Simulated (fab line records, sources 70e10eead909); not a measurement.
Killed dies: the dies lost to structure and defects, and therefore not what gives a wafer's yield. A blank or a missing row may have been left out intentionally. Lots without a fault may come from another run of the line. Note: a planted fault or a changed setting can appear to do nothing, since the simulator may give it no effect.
Matching of chambers | flow nandHarc | 4 sister chambers for NHARC_A_STAIRCASE_ETCH_253 on rieDiel-05
The step etches the open film in C4F8/O2, target depth 50 nm, time 20.2 s. 8 wafers are shown with their chamber, then 10 later ones without.

## WAFERS PAIRED WITH THEIR CHAMBERS
wafer  | chamber | rfVppV (V) | rfFwdPowerW (W)
L076.6 | 0       | 890        | 589
L078.4 | 0       | 889        | 593
L084.1 | 2       | 895        | 593
L082.1 | 3       | 905        | 590
L082.2 | 1       | 889        | 589
L082.6 | 3       | 903        | 589
L083.3 | 2       | 894        | 594
L083.4 | 1       | 889        | 586

## WAFERS MISSING THEIR CHAMBER
wafer  | rfVppV (V) | rfFwdPowerW (W)
L083.5 | 888        | 591
L087.2 | 889        | 592
L087.4 | 894        | 594
L087.5 | 907        | 588
L085.1 | 895        | 594
L085.2 | 890        | 591
L085.3 | 888        | 588
L089.3 | 889        | 590
L089.5 | 889        | 589
L089.6 | 887        | 589

## CHAMBER TAKEN BY EACH
wafer  | from the rows above     | in truth
L083.5 | can't be placed: 0 or 1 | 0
L087.2 | can't be placed: 0 or 1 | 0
L087.4 | 2                       | 2
L087.5 | 3                       | 3
L085.1 | 2                       | 2
L085.2 | can't be placed: 0 or 1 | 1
L085.3 | can't be placed: 1 or 0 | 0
L089.3 | can't be placed: 0 or 1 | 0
L089.5 | can't be placed: 1 or 0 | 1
L089.6 | can't be placed: 1 or 0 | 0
3 of 10 placed correctly. Not placeable from these rows: 7 (in 7, the candidates include the true chamber). 0 placed wrongly.
How it was worked out, from the rows above alone: a wafer's distance from a chamber is the root of the sum, over the readings, of the square of ((its reading less the chamber's mean) divided by the reading's scatter). If the next closest chamber is less than 2 further off than the closest, the wafer can't be placed; otherwise it belongs to the closest. A chamber's mean is the mean of its shown wafers. The scatter: the root of (the sum of the squares of (reading less its chamber's mean) over the shown wafers, divided by (wafers less chambers)).
